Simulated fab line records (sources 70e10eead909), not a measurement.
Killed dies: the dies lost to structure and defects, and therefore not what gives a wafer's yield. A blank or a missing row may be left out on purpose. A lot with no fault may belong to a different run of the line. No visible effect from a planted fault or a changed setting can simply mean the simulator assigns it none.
fab line records	flow nandHarc	part 1 of 2: steps 1 to 26 of 35
[record] lots = 5	wafers = 15	lastDay = 25
route steps=1159 shown A_M0@1006 A_M1@1026
lots with no fault: from the same line, run without faults
startH: start of the lot's first displayed wafer, in hours after the record's first day	waitH: hours elapsed since this lot's preceding step	" unchanged from the row above	L1.1+2: a single row standing in for several wafers	- no value, or no start given	* or withheld: withheld	< > ~ a bound
route shown NAME@n: a module of which the file shows steps, and the number in the route of the first	usual: mean/standard deviation of fault-free wafers	same: alike in all rows	chamber/n: place in a boat	sites: the reading at each site	_std_site: how widely they spread, as a standard deviation	_edge_site: outer sites' mean less inner sites'	radiusMm: how far each site lies from the wafer's centre	mask NAME#n: copy n	behind: tool/chamber where the wafer was last shaped	hold: why the lot was held/for how many hours/how that ended	device: names the non-switching transistor (n, p or np)	end of line: the tests these same wafers got at the end of their route	for a step that has no rows: nothing shown but its recipe	killed: dies that structure and defects cost at the first sort, which is not the same as the wafer's yield	map: the dies of a wafer, with x for killed, . for not killed, _ for no die there
set.NAME: setting as actually run; set.NAME@STEP: the setting as run at that earlier step	model.NAME: the simulator's own value behind a step, which no gauge read
a table for each step, a row for each wafer; lots at some steps of the route
services: when a tool's chamber went out of use (startH, in hours from the record's first day, below 0 if earlier), for how many hours, and the reason
[[steps]]
[step NHARC_A_M0_INSPECT_11]
[usual] rawDefectCount = 30/11
lot.wafer	tool	chamber	startH	waitH	rawDefectCount
L078.1	defectInspect-01	-	431.37	0.0	22
L078.2	"	-	"	"	29
L078.6	"	-	"	"	20
L082.1	defectInspect-02	-	445.81	0.0	13
L082.4	"	-	"	"	22
L082.6	"	-	"	"	20
L088.1	defectInspect-01	-	471.19	0.0	32
L088.2	"	-	"	"	31
L088.4	"	-	"	"	30
L092.1	defectInspect-02	-	505.96	0.1	38
L092.3	"	-	"	"	34
L092.6	"	-	"	"	37
L096.1	defectInspect-01	-	542.54	0.0	26
L096.2	"	-	"	"	18
L096.4	"	-	"	"	24
[step NHARC_A_M0_DESCUM_14]
[recipe] timeS = 3	o2FlowSccm = 200	arFlowSccm = 0	biasPowerW = 0	chemistry = O2
[usual] drypumpMotorCurrentA = 5.5/0.43	oesProductAu = 1.003/0.0093	rfVppV = 57.6/0.87	showerheadPlenumPTorr = 1.87/0.078	throttleValvePct = 11.311/0.01
lot.wafer	tool	chamber	startH	waitH	drypumpMotorCurrentA	oesProductAu	rfHoursCounterH	rfVppV	showerheadPlenumPTorr	throttleValvePct
L078.2	rieDiel-06	2	431.43	0.1	5.0	1.008	0	57.3	1.80	11.298
L078.1	"	0	"	"	5.3	1.003	0	58.2	1.95	11.294
L078.6	"	3	"	"	5.8	0.983	-	57.2	1.82	11.305
L082.4	rieDiel-13	1	445.87	0.1	5.1	1.004	11	57.3	1.80	11.309
L082.1	"	0	"	"	5.8	0.997	11	58.7	1.83	11.313
L082.6	"	1	"	"	5.1	1.012	-	56.8	1.80	11.308
L088.2	rieDiel-06	1	471.25	0.1	6.4	1.002	3	59.1	1.96	11.315
L088.4	"	3	"	"	5.8	0.985	2	58.6	1.82	11.330
L088.1	"	0	"	"	5.3	1.003	3	57.1	1.95	11.312
L092.1	rieDiel-13	3	506.03	0.1	5.6	0.996	4	58.0	1.79	11.317
L092.3	"	0	"	"	5.7	1.005	4	55.5	1.83	11.305
L092.6	"	2	"	"	5.3	1.008	-	58.9	1.99	11.316
L096.4	rieDiel-06	3	542.60	0.1	5.8	0.989	8	58.4	1.82	11.328
L096.1	"	0	"	"	5.3	1.011	8	57.9	1.95	11.298
L096.2	"	1	"	"	6.5	1.003	9	58.4	1.96	11.308
[step NHARC_A_M0_ETCH_34]
[recipe] targetDepthA = 400	overetchA = 120	timeS = 43.94	ionEnergyEv = 200	n2FlowSccm = 150	h2FlowSccm = 150	arFlowSccm = 0	rfW = 400	biasW = 150	chemistry = N2/H2
[usual] drypumpMotorCurrentA = 5.6/0.42	oesProductAu = 1.002/0.0094	rfFwdPowerW = 396.1/1.3	rfVppV = 429.1/2.4	showerheadPlenumPTorr = 1.99/0.084	throttleValvePct = 14.171/0.0089
lot.wafer	tool	chamber	startH	waitH	drypumpMotorCurrentA	oesProductAu	rfFwdPowerW	rfHoursCounterH	rfVppV	showerheadPlenumPTorr	throttleValvePct
L078.1	rieDiel-06	0	431.53	0.1	5.3	1.016	397.3	0	432.1	2.08	14.183
L078.2	"	1	"	"	6.4	1.001	395.4	0	430.3	2.10	14.174
L078.6	"	2	"	"	5.0	1.010	397.4	-	427.1	1.92	14.174
L082.4	rieDiel-13	3	445.97	0.1	5.5	1.010	396.3	11	427.1	1.90	14.174
L082.1	"	0	"	"	5.8	0.998	395.3	11	428.8	1.95	14.176
L082.6	"	1	"	"	5.1	1.011	399.8	-	427.0	1.91	14.174
L088.2	rieDiel-06	1	471.33	0.1	6.4	1.006	395.3	3	433.3	2.10	14.168
L088.1	"	2	"	"	5.1	1.002	395.9	3	425.5	1.92	14.173
L088.4	"	3	"	"	5.8	0.987	397.0	2	428.9	1.93	14.174
L092.3	rieDiel-13	1	506.11	0.1	5.2	1.011	396.2	3	425.5	1.91	14.154
L092.1	"	0	"	"	5.8	1.012	396.8	4	428.4	1.95	14.176
L092.6	"	2	"	"	5.3	1.008	396.9	-	433.4	2.13	14.162
L096.1	rieDiel-06	1	542.68	0.1	6.4	1.002	397.4	9	432.4	2.09	14.158
L096.4	"	2	"	"	5.0	1.003	397.3	9	428.2	1.92	14.175
L096.2	"	3	"	"	5.8	0.988	395.4	8	428.4	1.93	14.169
[step NHARC_A_M0_ETCH_15]
[recipe] targetDepthA = 1500	overetchA = 150	timeS = 82.5	c4f8FlowSccm = withheld	arFlowSccm = 400	rfW = 600	biasW = 300	chemistry = C4F8/Ar
[usual] oesProductAu = 0.960/0.023	rfFwdPowerW = 596.3/2	rfVppV = 439.3/2.5
lot.wafer	tool	chamber	startH	waitH	oesProductAu	rfFwdPowerW	rfHoursCounterH	rfVppV
L078.2	rieDiel-06	0	-	-	0.998	600.0	0	442.1
L078.1	"	3	"	"	0.950	598.2	0	438.4
L078.6	"	1	"	"	0.975	592.1	-	442.1
L082.1	rieDiel-13	1	-	-	0.924	598.0	11	437.3
L082.4	"	0	"	"	0.925	598.4	11	439.8
L082.6	"	2	"	"	0.917	596.3	-	443.1
L088.1	rieDiel-06	0	-	-	1.003	597.2	3	442.8
L088.4	"	1	"	"	0.970	596.0	3	443.5
L088.2	"	3	"	"	0.966	597.5	2	436.1
L092.3	rieDiel-13	0	-	-	0.971	594.9	4	438.1
L092.1	"	3	"	"	0.954	599.3	4	436.2
L092.6	"	1	"	"	0.980	595.7	-	437.6
L096.2	rieDiel-06	2	-	-	0.998	595.5	9	437.3
L096.4	"	3	"	"	0.959	596.8	8	437.8
L096.1	"	1	"	"	0.965	597.9	9	442.7
[step NHARC_A_M0_CD_MEAS_16]
[usual] cdNm = 80.3/0.8
lot.wafer	tool	chamber	startH	waitH	cdNm
L078.1	cdSem-01	-	431.73	-	80.3
L078.2	"	-	"	"	79.0
L078.6	"	-	"	"	79.4
L082.1	cdSem-01	-	446.17	-	80.1
L082.4	"	-	"	"	79.2
L082.6	"	-	"	"	81.7
L088.1	cdSem-03	-	471.55	-	80.2
L088.2	"	-	"	"	80.8
L088.4	"	-	"	"	80.3
L092.1	cdSem-03	-	506.33	-	81.4
L092.3	"	-	"	"	79.4
L092.6	"	-	"	"	81.9
L096.1	cdSem-03	-	542.89	-	79.1
L096.2	"	-	"	"	80.9
L096.4	"	-	"	"	80.5
[step NHARC_A_M0_STRIP_18]
[recipe] powerW = 1000	n2FlowSccm = 150	h2FlowSccm = 150	arFlowSccm = 0	biasW = 0	chemistry = N2/H2
[usual] drypumpMotorCurrentA = 5.6/0.45	oesProductAu = 1.001/0.0088	rfFwdPowerW = 998.1/3	rfVppV = 90.3/0.88	showerheadPlenumPTorr = 1.99/0.079	throttleValvePct = 14.170/0.0089
lot.wafer	tool	chamber	startH	waitH	drypumpMotorCurrentA	oesProductAu	rfFwdPowerW	rfHoursCounterH	rfVppV	showerheadPlenumPTorr	throttleValvePct
L078.2	rieDiel-07	2	431.83	0.1	5.4	1.016	995.2	1	89.1	2.05	14.171
L078.1	"	0	"	"	5.1	0.996	998.9	1	90.4	2.04	14.183
L078.6	"	2	"	"	5.4	1.008	996.0	-	91.1	2.05	14.177
L082.1	rieDiel-07	1	446.27	0.1	5.4	0.999	995.9	2	90.0	1.91	14.161
L082.4	"	2	"	"	5.4	1.005	996.7	1	90.3	2.05	14.181
L082.6	"	1	"	"	5.4	0.988	998.2	-	89.0	1.91	14.167
L088.2	rieDiel-07	3	471.65	0.1	6.3	1.005	1003.5	3	91.3	1.94	14.153
L088.4	"	0	"	"	5.1	1.000	998.9	3	91.1	2.04	14.176
L088.1	"	1	"	"	5.4	0.985	1001.6	4	89.5	1.91	14.161
L092.3	rieDiel-06	2	506.43	0.1	5.1	1.003	1001.0	6	88.9	1.92	14.177
L092.1	"	0	"	"	5.3	1.019	993.8	5	89.9	2.08	14.164
L092.6	"	2	"	"	5.0	1.013	997.6	-	89.8	1.92	14.176
L096.1	rieDiel-06	2	542.97	0.1	5.1	1.012	1005.2	9	88.1	1.92	14.187
L096.2	"	0	"	"	5.3	1.000	997.8	8	89.5	2.08	14.168
L096.4	"	1	"	"	6.4	1.002	997.9	9	90.9	2.09	14.159
[step NHARC_A_M0_STRIP_19]
[recipe] timeS = 600	tempC = 30	chemistry = postEtchResidueRemover
lot.wafer	tool	chamber	startH	waitH
L078.1+2+6	wetBench-02	3,4,5	432.09	-
L082.6+1+4	wetBench-06	4,5,6	446.53	-
L088.4+2+1	wetBench-02	1,2,3	471.91	-
L092.1+6+3	wetBench-04	1,2,3	506.70	-
L096.4+1+2	wetBench-04	5,7,2	543.24	-
[step NHARC_A_M0_DEGAS_28]
[recipe] tempC = 250	timeS = 60
[usual] heaterPowerW = 340/33
lot.wafer	tool	chamber	startH	waitH	heaterPowerW
L078.1	pvdSputter-03	-	432.34	-	321
L078.2	"	-	"	"	382
L078.6	"	-	"	"	335
L082.4	pvdSputter-03	-	446.80	-	385
L082.1	"	-	"	"	329
L082.6	"	-	"	"	396
L088.2	pvdSputter-02	-	472.17	-	374
L088.1	"	-	"	"	358
L088.4	"	-	"	"	334
L092.1	pvdSputter-01	-	506.95	-	314
L092.3	"	-	"	"	399
L092.6	"	-	"	"	298
L096.1	pvdSputter-01	-	543.51	-	309
L096.4	"	-	"	"	299
L096.2	"	-	"	"	395
[step NHARC_A_M0_PRE_CLEAN_29]
[recipe] timeS = 30	tempC = 280	gas = H2/He
[usual] heaterPowerW = 423/41
lot.wafer	tool	chamber	startH	waitH	heaterPowerW
L078.2	pvdSputter-03	-	-	-	411
L078.1	"	-	"	"	460
L078.6	"	-	"	"	402
L082.1	pvdSputter-03	-	-	-	462
L082.4	"	-	"	"	465
L082.6	"	-	"	"	407
L088.1	pvdSputter-02	-	-	-	442
L088.2	"	-	"	"	426
L088.4	"	-	"	"	458
L092.3	pvdSputter-01	-	-	-	493
L092.1	"	-	"	"	376
L092.6	"	-	"	"	492
L096.2	pvdSputter-01	-	-	-	364
L096.1	"	-	"	"	496
L096.4	"	-	"	"	387
[step NHARC_A_M0_PVD_20]
[recipe] targetThkA = 50	biasV = 168.6	powerW = 15000	chamberPressurePa = 0.12	timeS = 8.06	substrateTempC = 50	material = TaN
[usual] throttleValvePct = 30.4/1.3
lot.wafer	tool	chamber	startH	waitH	throttleValvePct
L078.2	pvdSputter-03	-	-	-	30.2
L078.1	"	-	"	"	29.1
L078.6	"	-	"	"	30.3
L082.4	pvdSputter-03	-	-	-	29.3
L082.1	"	-	"	"	30.4
L082.6	"	-	"	"	28.6
L088.2	pvdSputter-02	-	-	-	32.5
L088.1	"	-	"	"	30.8
L088.4	"	-	"	"	30.9
L092.3	pvdSputter-01	-	-	-	32.2
L092.1	"	-	"	"	27.8
L092.6	"	-	"	"	30.1
L096.1	pvdSputter-01	-	-	-	30.4
L096.2	"	-	"	"	30.2
L096.4	"	-	"	"	27.2
[step NHARC_A_M0_PVD_21]
[recipe] targetThkA = 300	chamberPressurePa = 5	powerW = 5000	substrateTempC = 30	timeS = 20.49	material = Cu
[usual] throttleValvePct = 30.4/1.4
lot.wafer	tool	chamber	startH	waitH	throttleValvePct
L078.1	pvdSputter-03	-	-	-	30.8
L078.2	"	-	"	"	30.3
L078.6	"	-	"	"	29.3
L082.4	pvdSputter-03	-	-	-	30.3
L082.1	"	-	"	"	29.2
L082.6	"	-	"	"	30.4
L088.1	pvdSputter-02	-	-	-	31.6
L088.4	"	-	"	"	31.0
L088.2	"	-	"	"	32.2
L092.3	pvdSputter-01	-	-	-	27.6
L092.1	"	-	"	"	30.3
L092.6	"	-	"	"	27.6
L096.2	pvdSputter-01	-	-	-	30.2
L096.4	"	-	"	"	30.3
L096.1	"	-	"	"	31.6
[step NHARC_A_M0_ECD_22]
[recipe] targetThkA = 4000	bathTempC = 25	material = Cu
lot.wafer	tool	chamber	startH	waitH
L078.1+2+6	ecdCu-01	1,0,1	432.70	-
L082.1+4+6	ecdCu-02	0,1,1	447.15	-
L088.1+2+4	ecdCu-02	1,0,0	472.53	-
L092.1+3+6	ecdCu-02	1,0,1	507.34	-
L096.2+1+4	ecdCu-01	1,0,1	543.87	-
[step NHARC_A_M0_ANNEAL_30]
[recipe] tempC = 225	timeS = 90
[usual] annealTempC = 225.04/0.16	wafer_temp_C_max = 226.5/0.44
lot.wafer	tool	chamber	startH	waitH	annealTempC	wafer_temp_C_max
L078.1	rtpAnneal-01	0	433.08	-	225.07	226.9
L078.2	"	0	"	"	225.26	227.0
L078.6	"	0	"	"	224.81	226.6
L082.1	rtpAnneal-02	0	447.53	-	225.05	226.7
L082.4	"	0	"	"	224.86	226.5
L082.6	"	0	"	"	224.84	226.2
L088.1	rtpAnneal-01	0	472.90	-	225.04	227.1
L088.2	"	0	"	"	225.14	226.3
L088.4	"	0	"	"	225.29	226.8
L092.1	rtpAnneal-02	0	507.72	0.3	225.25	226.0
L092.3	"	0	"	"	224.93	225.9
L092.6	"	0	"	"	225.08	226.2
L096.1	rtpAnneal-02	0	544.25	0.3	225.10	225.8
L096.2	"	0	"	"	225.17	226.2
L096.4	"	0	"	"	225.00	225.7
[step NHARC_A_M0_CMP_23]
[recipe] tOverpolishS = 20	targetThkNm = 113.75
[usual] motorCurrentA = 12.2/1.2	timeToEndpointS = 29.2/2.6
lot.wafer	tool	chamber	startH	waitH	motorCurrentA	timeToEndpointS
L078.2	cmp-04	0	433.45	-	13.3	28.7
L078.1	"	2	"	"	10.4	24.2
L078.6	"	3	"	"	11.9	24.5
L082.4	cmp-01	2	447.91	-	11.4	26.3
L082.1	"	0	"	"	15.2	27.4
L082.6	"	2	"	"	11.4	30.8
L088.2	cmp-03	0	473.25	-	12.3	27.9
L088.1	"	1	"	"	12.4	29.8
L088.4	"	2	"	"	13.1	32.8
L092.3	cmp-04	1	508.10	-	12.2	26.9
L092.1	"	2	"	"	9.9	29.3
L092.6	"	1	"	"	12.1	28.5
L096.4	cmp-03	0	544.63	-	11.8	30.2
L096.1	"	1	"	"	12.3	31.1
L096.2	"	2	"	"	13.2	32.4
[step NHARC_A_M0_THK_MEAS_24]
[recipe] thkMeasGauge = xrf
[usual] thkNm = 114.0/1.5
lot.wafer	tool	chamber	startH	waitH	thkNm
L078.1	filmMetro-01	-	433.74	-	115.3
L078.2	"	-	"	"	112.9
L078.6	"	-	"	"	112.1
L082.1	filmMetro-02	-	448.19	-	114.7
L082.4	"	-	"	"	112.0
L082.6	"	-	"	"	114.8
L088.1	filmMetro-02	-	473.56	-	112.5
L088.2	"	-	"	"	112.0
L088.4	"	-	"	"	114.4
L092.1	filmMetro-01	-	508.39	-	113.6
L092.3	"	-	"	"	113.2
L092.6	"	-	"	"	112.4
L096.1	filmMetro-01	-	544.92	-	112.1
L096.2	"	-	"	"	114.7
L096.4	"	-	"	"	113.6
[step NHARC_A_M0_SRD_25]
lot.wafer	tool	chamber	startH	waitH
L078.2+1+6	wetBench-10	7,2,3	433.79	0.0
L082.1+6+4	wetBench-10	1,2,5	448.24	0.0
L088.1+4+2	wetBench-08	4,5,1	473.60	0.0
L092.3+6+1	wetBench-10	2,5,6	508.43	0.0
L096.4+2+1	wetBench-10	0,2,4	544.96	0.0
[step NHARC_A_M0_INSPECT_27]
[usual] rawDefectCount = 423/100
lot.wafer	tool	chamber	startH	waitH	rawDefectCount
L078.1	defectInspect-02	-	433.91	0.0	454
L078.2	"	-	"	"	299
L078.6	"	-	"	"	353
L082.1	defectInspect-01	-	448.35	0.0	622
L082.4	"	-	"	"	324
L082.6	"	-	"	"	350
L088.1	defectInspect-02	-	473.72	0.0	348
L088.2	"	-	"	"	383
L088.4	"	-	"	"	423
L092.1	defectInspect-01	-	508.55	0.0	650
L092.3	"	-	"	"	797
L092.6	"	-	"	"	630
L096.1	defectInspect-01	-	545.07	0.0	379
L096.2	"	-	"	"	507
L096.4	"	-	"	"	392
[step NHARC_A_M0_PRE_CLEAN_31]
[recipe] timeS = 12	tempC = 370	rfPowerW = 300	gas = NH3
[usual] heaterPowerW = 645/54	rfFwdPowerW = 292.5/0.95
lot.wafer	tool	chamber	startH	waitH	heaterPowerW	rfFwdPowerW	sinceWetCleanH
L078.1	pecvd-04	1	433.98	0.1	640	292.5	45
L078.2	"	2	"	"	625	292.3	45
L078.6	"	2	"	"	639	293.2	-
L082.1	pecvd-01	0	448.42	0.1	626	292.8	17
L082.4	"	2	"	"	629	292.7	-
L082.6	"	0	"	"	623	293.2	-
L088.1	pecvd-04	2	473.80	0.1	655	291.0	85
L088.2	"	0	"	"	771	292.1	85
L088.4	"	2	"	"	643	291.2	-
L092.1	pecvd-04	0	508.63	0.1	738	293.5	119
L092.3	"	1	"	"	545	292.6	119
L092.6	"	0	"	"	740	292.9	-
L096.2	pecvd-01	0	545.22	0.1	541	292.8	114
L096.1	"	2	"	"	558	292.0	114
L096.4	"	2	"	"	549	292.9	-
[step NHARC_A_M0_DEP_32]
[recipe] targetThkA = 300	tempC = 370	targetThkNm = 30	pressureTorr = 3	flowSccm = 200	rfW = 450	material = SiCN
[usual] heaterPowerW = 592/64	rfFwdPowerW = 448.9/1.2
lot.wafer	tool	chamber	startH	waitH	heaterPowerW	rfFwdPowerW	sinceWetCleanH
L078.1	pecvd-04	1	434.06	0.1	628	448.1	45
L078.2	"	2	"	"	579	449.2	45
L078.6	"	2	"	"	578	449.6	-
L082.1	pecvd-01	0	448.54	0.1	536	447.0	17
L082.4	"	2	"	"	546	447.1	-
L082.6	"	0	"	"	530	450.0	-
L088.1	pecvd-04	2	473.91	0.1	531	451.7	85
L088.2	"	0	"	"	689	449.8	85
L088.4	"	2	"	"	551	452.1	-
L092.1	pecvd-04	0	508.74	0.1	582	450.0	120
L092.3	"	1	"	"	528	448.6	120
L092.6	"	0	"	"	601	448.4	-
L096.2	pecvd-01	0	545.30	0.1	480	449.7	114
L096.1	"	2	"	"	534	448.6	114
L096.4	"	2	"	"	527	449.3	-
[step NHARC_A_M1_DEP_00]
[recipe] targetThkA = 1825	targetThkNm = 182.5	tempC = withheld	pressureTorr = 5	flowSccm = 200	rfW = 600	material = SiOC
[usual] rfFwdPowerW = 598.7/1.9
lot.wafer	tool	chamber	startH	waitH	rfFwdPowerW	sinceWetCleanH
L078.1	pecvd-03	0	434.48	-	598.8	129
L078.2	"	1	"	"	593.9	129
L078.6	"	1	"	"	598.5	-
L082.1	pecvd-01	2	449.13	0.5	598.3	18
L082.4	"	0	"	"	600.6	-
L082.6	"	0	"	"	598.9	-
L088.1	pecvd-04	0	-	-	601.9	85
L088.2	"	1	"	"	598.4	85
L088.4	"	0	"	"	596.8	-
L092.3	pecvd-01	2	509.15	-	598.6	78
L092.1	"	0	"	"	598.1	78
L092.6	"	2	"	"	597.7	-
L096.2	pecvd-04	2	545.76	-	602.1	157
L096.1	"	0	"	"	600.7	157
L096.4	"	1	"	"	596.8	-
[step NHARC_A_M1_DEHYDRATE_01]
[recipe] tempC = 150	timeS = 120
lot.wafer	tool	chamber	startH	waitH
L078.1+2+6	lithoTrack-06	0	434.88	-
L082.1+4+6	lithoTrack-06	0	449.60	0.4
L088.1+2+4	lithoTrack-01	0	474.67	-
L092.1+3+6	lithoTrack-06	0	509.51	-
L096.1+2+4	lithoTrack-06	0	546.12	-
[step NHARC_A_M1_HMDS_02]
[recipe] timeS = 30
lot.wafer	tool	chamber	startH	waitH
L078.1+2+6	lithoTrack-06	0	-	-
L082.1+4+6	lithoTrack-06	0	-	-
L088.1+2+4	lithoTrack-01	0	-	-
L092.1+3+6	lithoTrack-06	0	-	-
L096.1+2+4	lithoTrack-06	0	-	-
[step NHARC_A_M1_COAT_34]
[recipe] tempC = 200	timeS = 65
lot.wafer	tool	chamber	startH	waitH
L078.1+2+6	lithoTrack-06	0	-	-
L082.1+4+6	lithoTrack-06	0	-	-
L088.1+2+4	lithoTrack-01	0	-	-
L092.1+3+6	lithoTrack-06	0	-	-
L096.1+2+4	lithoTrack-06	0	-	-
[step NHARC_A_M1_COAT_03]
[recipe] spinRpm = 1500	resistThkNm = 90
[usual] spinSpeedRpm = 1500.2/1.1
lot.wafer	tool	chamber	startH	waitH	spinSpeedRpm
L078.1	lithoTrack-06	0	-	-	1500.2
L078.2	"	0	"	"	1501.1
L078.6	"	0	"	"	1500.5
L082.1	lithoTrack-06	0	-	-	1500.9
L082.4	"	0	"	"	1502.9
L082.6	"	0	"	"	1502.3
L088.1	lithoTrack-01	0	-	-	1500.5
L088.2	"	0	"	"	1499.1
L088.4	"	0	"	"	1499.9
L092.1	lithoTrack-06	0	-	-	1500.0
L092.3	"	0	"	"	1499.7
L092.6	"	0	"	"	1499.5
L096.1	lithoTrack-06	0	-	-	1500.0
L096.2	"	0	"	"	1500.2
L096.4	"	0	"	"	1500.6
[step NHARC_A_M1_SOFTBAKE_04]
[recipe] tempC = 105	timeS = 55
lot.wafer	tool	chamber	startH	waitH
L078.1+2+6	lithoTrack-06	0	-	-
L082.1+4+6	lithoTrack-06	0	-	-
L088.1+2+4	lithoTrack-01	0	-	-
L092.1+3+6	lithoTrack-06	0	-	-
L096.1+2+4	lithoTrack-06	0	-	-
[step NHARC_A_M1_EBR_05]
lot.wafer	tool	chamber	startH	waitH
L078.1+2+6	lithoTrack-06	0	-	-
L082.1+4+6	lithoTrack-06	0	-	-
L088.1+2+4	lithoTrack-01	0	-	-
L092.1+3+6	lithoTrack-06	0	-	-
L096.1+2+4	lithoTrack-06	0	-	-
